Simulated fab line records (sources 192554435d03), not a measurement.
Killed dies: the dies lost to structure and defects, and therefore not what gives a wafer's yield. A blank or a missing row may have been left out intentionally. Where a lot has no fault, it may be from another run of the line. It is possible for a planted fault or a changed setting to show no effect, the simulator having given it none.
fab line records    flow n5_finfet
record: lots: 7  wafers: 21
route steps=1938 shown BEOL_M12@1602 BEOL_M13@1696 BEOL_M14@1762 BEOL_M15@1773
start_h: the number of hours between the record's first day and the start of the first shown wafer of the lot    wait_h: hours from the lot's prior step to this one    " same as the row above    L1.1+2: a single row standing in for several wafers    - either no value or no given start    * or withheld: withheld    < > ~ a bound
route shown NAME@n: a module of which the file shows steps, and the number in the route of the first    usual: the fault-free wafers' mean and standard deviation    same: alike in all rows    chamber/n: place in a boat    sites: per-site readings    _std_site: their standard deviation    _edge_site: the outer-site mean with the inner-site mean subtracted    radius_mm: how far each site lies from the wafer's centre    mask NAME#n: copy n    behind: the most recent tool/chamber to have shaped the wafer    hold: why the lot went on hold/how many hours it stayed there/how the hold came to an end    device: transistor that didn't switch, given as n, p or np    end of line: the route-end tests of the same wafers    a step without rows: its recipe alone    killed: dies that structure and defects cost at the first sort, which is not the same as the wafer's yield    map: a wafer's dies, x killed, . not, _ none there
set.NAME: the setting that was run; set.NAME@STEP: the one run at that earlier step    model.NAME: the simulator's own value behind a step, which no gauge read
lots whose settings were changed on purpose; a table a step, a row a wafer
== steps ==
step: N5_BEOL_M12_ILD_DEP_00
recipe: material: SiOC  target_thk_a: 6589.2  temp_c: 350  precursor: DEMS/O2  pressure_torr: 5  rf_w: 500  time_s: 130.7
lot.wafer  tool      chamber  start_h  wait_h  set.time_s  model.SiOC_of_BEOL_M12_ILD_DEP_00.thk_nm
L076.1     pecvd-02  0        275.03   0.0     145.6       725.4
L076.3     "         1        "        "       130.7       653.4
L076.6     "         1        "        "       130.7       668.4
L077.3     pecvd-04  0        284.09   0.0     130.7       657
L077.4     "         0        "        "       130.7       666.2
L077.6     "         2        "        "       121.5       617
L078.2     pecvd-02  1        291.94   0.0     130.7       660.4
L078.4     "         0        "        "       130.7       661.4
L078.5     "         1        "        "       130.7       666.8
L081.3     pecvd-04  2        305.05   0.0     130.7       650
L081.4     "         1        "        "       130.7       659
L081.6     "         0        "        "       138.3       699.2
L091.2     pecvd-03  2        384.54   0.0     130.7       655.2
L091.3     "         0        "        "       130.7       652.8
L091.6     "         0        "        "       143.2       724.2
L095.3     pecvd-03  2        390.89   0.0     148.4       759
L095.4     "         1        "        "       148.4       766.6
L095.5     "         0        "        "       130.7       667.6
L093.2     pecvd-02  0        392.81   0.0     130.7       654.2
L093.4     "         0        "        "       130.7       658.2
L093.5     "         2        "        "       112.8       567.6
step: N5_BEOL_M12_THK_MEAS_01
recipe: reads: SiOC_of_BEOL_M12_ILD_DEP_00
usual: M12_ILD_THK: 660/8.4
lot.wafer  tool           chamber  start_h  wait_h  set.time_s@BEOL_M12_ILD_DEP_00  M12_ILD_THK[nm]
L076.1     film_metro-02  -        275.16   0.1     145.6                           725
L076.3     "              -        "        "       130.7                           654
L076.6     "              -        "        "       130.7                           669
L077.3     film_metro-02  -        284.22   0.1     130.7                           657
L077.4     "              -        "        "       130.7                           666
L077.6     "              -        "        "       121.5                           617
L078.2     film_metro-02  -        292.07   0.1     130.7                           661
L078.4     "              -        "        "       130.7                           661
L078.5     "              -        "        "       130.7                           666
L081.3     film_metro-02  -        305.18   0.1     130.7                           650
L081.4     "              -        "        "       130.7                           659
L081.6     "              -        "        "       138.3                           699
L091.2     film_metro-02  -        384.67   0.1     130.7                           655
L091.3     "              -        "        "       130.7                           653
L091.6     "              -        "        "       143.2                           724
L095.3     film_metro-01  -        391.03   0.1     148.4                           759
L095.4     "              -        "        "       148.4                           767
L095.5     "              -        "        "       130.7                           667
L093.2     film_metro-01  -        392.95   0.1     130.7                           654
L093.4     "              -        "        "       130.7                           658
L093.5     "              -        "        "       112.8                           568
step: N5_BEOL_M12_COAT_58
recipe: resist: BARC  temp_c: 205  time_s: 60  spin_rpm: 1500  resist_thk_nm: 89
step: N5_BEOL_M12_COAT_04
recipe: spin_rpm: 1625  resist_thk_nm: 400
step: N5_BEOL_M12_DESCUM_15
recipe: chemistry: O2  time_s: 7.9  source_power_w: 50  bias_power_w: 20  pressure_mtorr: 20  rf_frequency_hz: 2.712e+07  temp_c: 40  o2_flow_sccm: 225
step: N5_BEOL_M12_ETCH_59
recipe: chemistry: N2/H2  target: BARC  target_depth_a: 890  overetch_a: 267  time_s: 67.9  ion_energy_ev: 200  pressure_mtorr: 30  source_w: 840  bias_w: 150  n2_flow_sccm: 200  h2_flow_sccm: 200
step: N5_BEOL_M12_VIA_ETCH_16
recipe: chemistry: C4F8/O2/Ar  target: SiOC  pressure_mtorr: 30  source_w: 3000  bias_w: 700  Ar_flow_sccm: 400  C4F8_flow_sccm: 15  O2_flow_sccm: 8  he_inner_torr: 15  he_outer_torr: 30  target_depth_a: 7248  time_s: withheld  ion_energy_ev: 250  ends: cleared
lot.wafer  tool         chamber  start_h  wait_h  set.time_s@BEOL_M12_ILD_DEP_00  model.etch.depth_nm  model.coat_of_BEOL_M12_COAT_04.thk_nm
L076.1     rie_diel-01  0        277.14   0.0     *                               725.3                105
L076.3     "            3        "        "       *                               653.5                123.4
L076.6     "            0        "        "       *                               668.5                121.8
L077.3     rie_diel-01  1        284.82   0.0     *                               657.1                121.6
L077.4     "            2        "        "       *                               666.2                120.8
L077.6     "            1        "        "       *                               617                  134
L078.2     rie_diel-03  2        292.99   0.0     *                               660.5                125.4
L078.4     "            1        "        "       *                               661.4                120.8
L078.5     "            3        "        "       *                               666.7                121.6
L081.3     rie_diel-03  0        305.66   0.0     *                               650                  125.4
L081.4     "            1        "        "       *                               659                  120.8
L081.6     "            3        "        "       *                               699.1                110.4
L091.2     rie_diel-01  2        385.28   0.0     *                               655.3                124.2
L091.3     "            1        "        "       *                               652.7                123.2
L091.6     "            1        "        "       *                               724.2                102
L095.3     rie_diel-03  1        391.91   0.0     *                               759.1                93.2
L095.4     "            2        "        "       *                               766.5                94.8
L095.5     "            1        "        "       *                               667.6                119.2
L093.2     rie_diel-01  3        393.61   0.1     *                               654.3                124
L093.4     "            1        "        "       *                               658.3                121.2
L093.5     "            3        "        "       *                               567.6                148
step: N5_BEOL_M12_STRIP_63
recipe: chemistry: N2/H2  power_w: 1000  temp_c: 250  h2_frac: 0.65  overash_fraction: 0.3  pressure_mtorr: 1000  n2_flow_sccm: 1750  h2_flow_sccm: 3250
usual: strip_time_to_endpoint_s: 42.4/0.82
lot.wafer  tool             chamber  start_h  wait_h  set.time_s@BEOL_M12_ILD_DEP_00  strip_time_to_endpoint_s
L076.1     plasma_asher-01  1        277.34   -       145.6                           37.6
L076.3     "                1        "        "       130.7                           42.6
L076.6     "                1        "        "       130.7                           42.2
L077.3     plasma_asher-01  1        285.04   -       130.7                           42.1
L077.4     "                0        "        "       130.7                           41.9
L077.6     "                0        "        "       121.5                           45.4
L078.2     plasma_asher-02  0        293.21   -       130.7                           43.1
L078.4     "                0        "        "       130.7                           41.9
L078.5     "                1        "        "       130.7                           42.1
L081.3     plasma_asher-01  1        305.88   -       130.7                           43.2
L081.4     "                0        "        "       130.7                           41.9
L081.6     "                1        "        "       138.3                           39.0
L091.2     plasma_asher-01  1        385.48   -       130.7                           42.8
L091.3     "                0        "        "       130.7                           42.5
L091.6     "                1        "        "       143.2                           36.8
L095.3     plasma_asher-01  0        392.13   -       148.4                           34.3
L095.4     "                1        "        "       148.4                           34.7
L095.5     "                0        "        "       130.7                           41.5
L093.2     plasma_asher-01  0        393.90   -       130.7                           42.8
L093.4     "                1        "        "       130.7                           42.0
L093.5     "                1        "        "       112.8                           49.1
step: N5_BEOL_M12_STRIP_64
recipe: chemistry: N2/H2  power_w: 1000  temp_c: 250  h2_frac: 0.65  overash_fraction: 0.3  pressure_mtorr: withheld  n2_flow_sccm: 1750  h2_flow_sccm: 3250
step: N5_BEOL_M12_STRIP_71
recipe: chemistry: post_etch_residue_remover  time_s: 60  temp_c: 25  remover_ph: withheld  remover_water_wt_pct: withheld  remover_fluoride_wt_pct: withheld
step: N5_BEOL_M12_STRIP_37
recipe: chemistry: N2/H2  power_w: 1000  temp_c: 250  h2_frac: 0.65  overash_fraction: 0.3  pressure_mtorr: withheld  n2_flow_sccm: 1750  h2_flow_sccm: 3250
step: N5_BEOL_M12_ETCH_38
recipe: chemistry: CF4/N2  target: SiCN  target_depth_a: 687  taper_deg: 2  time_s: 73.4  ion_energy_ev: 150  mask_material: SiO2  pressure_mtorr: 40  source_w: 430  bias_w: 70  Ar_flow_sccm: 100  cf4_flow_sccm: 60  n2_flow_sccm: 60
lot.wafer  tool         chamber  start_h  wait_h  set.time_s@BEOL_M12_ILD_DEP_00  model.SiOC_of_BEOL_M12_ILD_DEP_00.thk_nm
L076.1     rie_diel-01  3        281.28   -       145.6                           673.6
L076.3     "            1        "        "       130.7                           602.6
L076.6     "            2        "        "       130.7                           617.8
L077.3     rie_diel-03  3        287.55   -       130.7                           606.8
L077.4     "            1        "        "       130.7                           615
L077.6     "            2        "        "       121.5                           569.8
L078.2     rie_diel-03  3        295.18   -       130.7                           610
L078.4     "            0        "        "       130.7                           611.2
L078.5     "            1        "        "       130.7                           615.4
L081.3     rie_diel-01  1        307.50   -       130.7                           598.8
L081.4     "            3        "        "       130.7                           607
L081.6     "            2        "        "       138.3                           647.8
L091.2     rie_diel-03  0        388.41   -       130.7                           605.4
L091.3     "            3        "        "       130.7                           601.6
L091.6     "            2        "        "       143.2                           676.6
L095.3     rie_diel-01  1        394.10   -       148.4                           708.6
L095.4     "            3        "        "       148.4                           715.2
L095.5     "            3        "        "       130.7                           616.4
L093.2     rie_diel-05  3        396.86   -       130.7                           603.4
L093.4     "            0        "        "       130.7                           610
L093.5     "            3        "        "       112.8                           516
step: N5_BEOL_M13_TRENCH_ETCH_34
recipe: chemistry: C4F8/O2/Ar  target: SiOC  target_depth_a: 4134.7  mask_material: SOC  pressure_mtorr: 30  source_w: 3000  bias_w: 700  Ar_flow_sccm: 400  C4F8_flow_sccm: 15  O2_flow_sccm: 8  he_inner_torr: 15  he_outer_torr: 30  time_s: 162.6  ion_energy_ev: 250
lot.wafer  tool         chamber  start_h  wait_h  set.time_s  model.etch.depth_nm
L076.1     rie_diel-02  2        284.89   0.0     162.6       406.5
L076.3     "            1        "        "       162.6       410.9
L076.6     "            2        "        "       162.6       409.9
L077.3     rie_diel-06  2        291.35   0.0     173.7       436.3
L077.4     "            1        "        "       162.6       405.9
L077.6     "            1        "        "       162.6       403.8
L078.2     rie_diel-04  0        299.31   0.0     162.6       418.6
L078.4     "            0        "        "       162.6       419.4
L078.5     "            2        "        "       162.6       407.1
L081.3     rie_diel-04  1        313.11   0.0     188.1       481.4
L081.4     "            3        "        "       188.1       479.6
L081.6     "            2        "        "       188.1       468.4
L091.2     rie_diel-02  2        392.52   0.0     180.8       450.4
L091.3     "            3        "        "       162.6       410.3
L091.6     "            0        "        "       180.8       457.2
L095.3     rie_diel-04  3        398.11   0.0     162.6       410.6
L095.4     "            1        "        "       186.2       475.2
L095.5     "            2        "        "       186.2       474.8
L093.2     rie_diel-06  2        401.07   0.0     162.6       400.5
L093.4     "            3        "        "       137.7       337.1
L093.5     "            0        "        "       162.6       411.9
step: N5_BEOL_M13_STRIP_70
recipe: chemistry: C4F8/O2/Ar  resist: SiARC  rf_frequency_hz: 6e+07
step: N5_BEOL_M13_OCD_MEAS_35
usual: trench_depth_nm: 411/5.7
lot.wafer  tool    chamber  start_h  wait_h  set.time_s@BEOL_M13_TRENCH_ETCH_34  trench_depth_nm
L076.1     ocd-01  -        285.06   0.0     162.6                               406
L076.3     "       -        "        "       162.6                               411
L076.6     "       -        "        "       162.6                               410
L077.3     ocd-02  -        291.53   0.0     173.7                               436
L077.4     "       -        "        "       162.6                               406
L077.6     "       -        "        "       162.6                               404
L078.2     ocd-01  -        299.49   0.0     162.6                               419
L078.4     "       -        "        "       162.6                               419
L078.5     "       -        "        "       162.6                               407
L081.3     ocd-02  -        313.29   0.0     188.1                               482
L081.4     "       -        "        "       188.1                               480
L081.6     "       -        "        "       188.1                               468
L091.2     ocd-02  -        392.70   0.0     180.8                               450
L091.3     "       -        "        "       162.6                               411
L091.6     "       -        "        "       180.8                               457
L095.3     ocd-02  -        398.29   0.0     162.6                               410
L095.4     "       -        "        "       186.2                               475
L095.5     "       -        "        "       186.2                               475
L093.2     ocd-02  -        401.24   0.0     162.6                               400
L093.4     "       -        "        "       137.7                               337
L093.5     "       -        "        "       162.6                               412
step: N5_BEOL_M13_STRIP_37
recipe: chemistry: N2/H2  power_w: 1000  temp_c: 250  h2_frac: 0.65  overash_fraction: 0.3  pressure_mtorr: withheld  n2_flow_sccm: 1750  h2_flow_sccm: 3250
step: N5_BEOL_M13_ETCH_38
recipe: chemistry: CF4/N2  target: SiCN  target_depth_a: 675  taper_deg: 2  time_s: 71.9  ion_energy_ev: 150  mask_material: SiO2  pressure_mtorr: 40  source_w: 430  bias_w: 70  Ar_flow_sccm: 100  cf4_flow_sccm: 60  n2_flow_sccm: 60
step: N5_BEOL_M13_ECD_47
recipe: material: Cu  target_thk_a: 9360
step: N5_BEOL_M13_ANNEAL_48
recipe: temp_c: 225  time_s: 90  ambient: N2
step: N5_BEOL_M13_CMP_49
recipe: stop_on: SiOC  t_overpolish_s: 17.1  down_force_psi: 1  platen_rpm: 50  clearing_platen_down_force_psi: 1.5  clearing_platen_rpm: 50  post_cmp_clean: cu_alkaline  target_thk_nm: 420  clearing_platen_pad_velocity_m_s: 0.99484  pad_velocity_m_s: 0.99484
lot.wafer  tool    chamber  start_h  wait_h  set.time_s@BEOL_M13_TRENCH_ETCH_34  model.Cu_of_BEOL_M13_ECD_47.thk_nm
L076.1     cmp-01  0        289.54   0.3     162.6                               411.8
L076.3     "       1        "        "       162.6                               418.2
L076.6     "       3        "        "       162.6                               415.2
L077.3     cmp-03  3        295.17   0.2     173.7                               444.2
L077.4     "       0        "        "       162.6                               412.2
L077.6     "       2        "        "       162.6                               408.8
L078.4     cmp-03  3        306.00   0.1     162.6                               427.4
L078.2     "       1        "        "       162.6                               424.4
L078.5     "       3        "        "       162.6                               414.6
L081.4     cmp-03  0        315.69   0.1     188.1                               486.2
L081.3     "       1        "        "       188.1                               487
L081.6     "       0        "        "       188.1                               474.8
L091.3     cmp-01  2        395.29   0.2     162.6                               415.8
L091.2     "       0        "        "       180.8                               457.2
L091.6     "       1        "        "       180.8                               465.6
L095.4     cmp-01  3        401.48   0.2     186.2                               483
L095.3     "       1        "        "       162.6                               419.6
L095.5     "       3        "        "       186.2                               481.2
L093.4     cmp-01  2        408.85   0.2     137.7                               343.2
L093.2     "       3        "        "       162.6                               406.2
L093.5     "       1        "        "       162.6                               420.2
step: N5_BEOL_M13_PRE_CLEAN_52
recipe: gas: NH3  time_s: 15  temp_c: withheld  rf_power_w: 300
step: N5_BEOL_M13_DEP_53
recipe: material: SiCN  target_thk_a: 500  temp_c: withheld  precursor: 3MS/NH3  pressure_torr: 3  rf_w: 675  time_s: 17.8
step: N5_BEOL_M13_RS_MEAS_54
recipe: thk_meas_gauge: four-point-probe  reads: Cu_of_BEOL_M13_ECD_47+Ta_of_BEOL_M13_SPUTTER_44+TaN_of_BEOL_M13_SPUTTER_43
usual: M13_RS: 0.0452/0.00064
lot.wafer  tool           chamber  start_h  wait_h  set.time_s@BEOL_M13_TRENCH_ETCH_34  M13_RS[ohm/sq]
L076.1     film_metro-01  -        289.89   0.0     162.6                               0.0460
L076.3     "              -        "        "       162.6                               0.0451
L076.6     "              -        "        "       162.6                               0.0455
L077.3     film_metro-01  -        295.52   0.1     173.7                               0.0424
L077.4     "              -        "        "       162.6                               0.0459
L077.6     "              -        "        "       162.6                               0.0463
L078.2     film_metro-01  -        306.43   0.1     162.6                               0.0445
L078.4     "              -        "        "       162.6                               0.0441
L078.5     "              -        "        "       162.6                               0.0455
L081.3     film_metro-01  -        316.12   0.1     188.1                               0.0386
L081.4     "              -        "        "       188.1                               0.0386
L081.6     "              -        "        "       188.1                               0.0396
L091.2     film_metro-01  -        395.70   0.1     180.8                               0.0410
L091.3     "              -        "        "       162.6                               0.0454
L091.6     "              -        "        "       180.8                               0.0404
L095.3     film_metro-01  -        401.87   0.1     162.6                               0.0451
L095.4     "              -        "        "       186.2                               0.0388
L095.5     "              -        "        "       186.2                               0.0390
L093.2     film_metro-02  -        409.20   0.1     162.6                               0.0465
L093.4     "              -        "        "       137.7                               0.0555
L093.5     "              -        "        "       162.6                               0.0449
step: N5_BEOL_M14_SPUTTER_43
recipe: material: TaN  target_thk_a: 150  temp_c: 50  bias_v: 168.6  power_w: 15000  chamber_pressure_pa: 0.12  time_s: 24.19
lot.wafer  tool            chamber  start_h  wait_h  set.power_w  model.TaN_of_BEOL_M14_SPUTTER_43.thk_nm
L076.1     pvd_sputter-02  -        294.64   0.0     15000        15
L076.3     "               -        "        "       15000        15.2
L076.6     "               -        "        "       12810        12.8
L077.3+6   pvd_sputter-03  -        303.06   0.0     16160        16
L077.4     "               -        "        "       15000        15
L078.2+4   pvd_sputter-03  -        312.33   0.0     15000        15.2
L078.5     "               -        "        "       15000        14.8
L081.3     pvd_sputter-02  -        321.75   0.0     15000        15.2
L081.4     "               -        "        "       15000        15.4
L081.6     "               -        "        "       15000        15
L091.2     pvd_sputter-02  -        401.97   0.0     15000        14.8
L091.3     "               -        "        "       15000        15
L091.6     "               -        "        "       14090        14
L095.3     pvd_sputter-02  -        406.79   0.0     15000        15
L095.4     "               -        "        "       15960        15.8
L095.5     "               -        "        "       15000        15.2
L093.2+4   pvd_sputter-03  -        414.65   0.0     13420        13.4
L093.5     "               -        "        "       13420        13.2
step: N5_BEOL_M14_DEP_53
recipe: material: SiCN  target_thk_a: 500  temp_c: withheld  precursor: 3MS/NH3  pressure_torr: 3  rf_w: 675  time_s: 17.8
lot.wafer  tool      chamber  start_h  wait_h  set.time_s  model.SiCN_of_BEOL_M14_DEP_53.thk_nm
L076.1     pecvd-04  2        295.76   0.0     17.8        50
L076.3     "         0        "        "       15.76       43.4
L076.6     "         0        "        "       17.8        49.6
L077.3     pecvd-04  1        304.18   0.0     17.8        48.8
L077.4     "         1        "        "       17.8        49.4
L077.6     "         2        "        "       15.61       44.8
L078.2     pecvd-04  1        313.51   0.0     17.8        49.2
L078.4     "         2        "        "       17.8        50.8
L078.5     "         0        "        "       17.8        49.6
L081.3+4   pecvd-04  2,1      323.09   0.0     17.8        50.8
L081.6     "         2        "        "       17.8        51
L091.2     pecvd-02  2        403.41   0.0     16.37       45.8
L091.3     "         0        "        "       17.8        49.4
L091.6     "         1        "        "       17.8        50.2
L095.3     pecvd-02  2        407.91   0.0     16.6        46.8
L095.4     "         2        "        "       16.6        47.8
L095.5     "         1        "        "       17.8        51
L093.2     pecvd-04  2        415.94   0.0     17.08       47.2
L093.4     "         1        "        "       17.08       47
L093.5     "         0        "        "       17.8        49.4
step: N5_BEOL_M15_ILD_DEP_00
recipe: material: SiO2  target_thk_a: 16293  temp_c: 400  precursor: TEOS/O2  pressure_torr: 6.5  rf_w: 900  teos_flow_sccm: 161.4  gas: O2  flow_sccm: 2650  time_s: 346.1
lot.wafer  tool      chamber  start_h  wait_h  set.time_s  model.SiO2_of_BEOL_M15_ILD_DEP_00.thk_nm
L076.1     pecvd-02  2        295.89   0.0     346.1       1618
L076.3     "         0        "        "       346.1       1613
L076.6     "         0        "        "       365.3       1731
L077.3     pecvd-03  2        304.31   0.0     346.1       1612
L077.4     "         2        "        "       346.1       1652
L077.6     "         1        "        "       314.5       1478
L078.2     pecvd-03  0        313.64   0.0     346.1       1637
L078.4     "         0        "        "       346.1       1648
L078.5     "         2        "        "       346.1       1641
L081.3     pecvd-02  0        323.22   0.0     346.1       1617
L081.4     "         1        "        "       346.1       1646
L081.6     "         2        "        "       346.1       1639
L091.2     pecvd-03  2        403.54   0.0     346.1       1635
L091.3     "         1        "        "       388.5       1834
L091.6     "         0        "        "       346.1       1634
L095.3     pecvd-03  2        408.04   0.0     383.2       1830
L095.4     "         2        "        "       346.1       1670
L095.5     "         1        "        "       383.2       1846
L093.2     pecvd-02  1        416.07   0.0     322.9       1520
L093.4     "         2        "        "       322.9       1519
L093.5     "         0        "        "       346.1       1649
step: N5_BEOL_M15_THK_MEAS_01
recipe: reads: SiO2_of_BEOL_M15_ILD_DEP_00
usual: M15_ILD_THK: 1636/21
lot.wafer  tool           chamber  start_h  wait_h  set.time_s@BEOL_M15_ILD_DEP_00  M15_ILD_THK[nm]
L076.1     film_metro-02  -        296.14   0.1     346.1                           1619
L076.3     "              -        "        "       346.1                           1612
L076.6     "              -        "        "       365.3                           1730
L077.3     film_metro-02  -        304.56   0.1     346.1                           1613
L077.4     "              -        "        "       346.1                           1651
L077.6     "              -        "        "       314.5                           1477
L078.2     film_metro-02  -        313.89   0.1     346.1                           1637
L078.4     "              -        "        "       346.1                           1648
L078.5     "              -        "        "       346.1                           1643
L081.3     film_metro-01  -        323.47   0.1     346.1                           1617
L081.4     "              -        "        "       346.1                           1647
L081.6     "              -        "        "       346.1                           1638
L091.2     film_metro-02  -        403.79   0.1     346.1                           1635
L091.3     "              -        "        "       388.5                           1835
L091.6     "              -        "        "       346.1                           1635
L095.3     film_metro-01  -        408.30   0.1     383.2                           1829
L095.4     "              -        "        "       346.1                           1670
L095.5     "              -        "        "       383.2                           1846
L093.2     film_metro-01  -        416.32   0.1     322.9                           1519
L093.4     "              -        "        "       322.9                           1521
L093.5     "              -        "        "       346.1                           1648
== key ==
split: step: N5_BEOL_M12_ILD_DEP_00  setting: time_s  stated: 130.7  by: wafer
response: step: N5_BEOL_M12_ILD_DEP_00  reading: model.SiOC_of_BEOL_M12_ILD_DEP_00.thk_nm  change: +6.63  per: 1%  r: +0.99
response: step: N5_BEOL_M12_THK_MEAS_01  reading: M12_ILD_THK  change: +6.63  per: 1%  r: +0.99
response: step: N5_BEOL_M12_VIA_ETCH_16  reading: model.etch.depth_nm  change: +6.63  per: 1%  r: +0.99
response: step: N5_BEOL_M12_VIA_ETCH_16  reading: model.coat_of_BEOL_M12_COAT_04.thk_nm  change: -1.87  per: 1%  r: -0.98
response: step: N5_BEOL_M12_STRIP_63  reading: strip_time_to_endpoint_s  change: *  per: 1%  r: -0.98
response: step: N5_BEOL_M12_ETCH_38  reading: model.SiOC_of_BEOL_M12_ILD_DEP_00.thk_nm  change: +6.67  per: 1%  r: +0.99
split: step: N5_BEOL_M13_TRENCH_ETCH_34  setting: time_s  stated: 162.6  by: wafer
response: step: N5_BEOL_M13_TRENCH_ETCH_34  reading: model.etch.depth_nm  change: +4.37  per: 1%  r: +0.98
response: step: N5_BEOL_M13_OCD_MEAS_35  reading: trench_depth_nm  change: +4.36  per: 1%  r: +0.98
response: step: N5_BEOL_M13_CMP_49  reading: model.Cu_of_BEOL_M13_ECD_47.thk_nm  change: +4.41  per: 1%  r: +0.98
response: step: N5_BEOL_M13_RS_MEAS_54  reading: M13_RS  change: -0.000512  per: 1%  r: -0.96
split: step: N5_BEOL_M14_SPUTTER_43  setting: power_w  stated: 15000  by: wafer
response: step: N5_BEOL_M14_SPUTTER_43  reading: model.TaN_of_BEOL_M14_SPUTTER_43.thk_nm  change: +0.146  per: 1%  r: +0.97
split: step: N5_BEOL_M14_DEP_53  setting: time_s  stated: 17.8  by: wafer
response: step: N5_BEOL_M14_DEP_53  reading: model.SiCN_of_BEOL_M14_DEP_53.thk_nm  change: +0.471  per: 1%  r: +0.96
split: step: N5_BEOL_M15_ILD_DEP_00  setting: time_s  stated: 346.1  by: wafer
response: step: N5_BEOL_M15_ILD_DEP_00  reading: model.SiO2_of_BEOL_M15_ILD_DEP_00.thk_nm  change: +16.9  per: 1%  r: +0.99
response: step: N5_BEOL_M15_THK_MEAS_01  reading: M15_ILD_THK  change: +16.9  per: 1%  r: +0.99
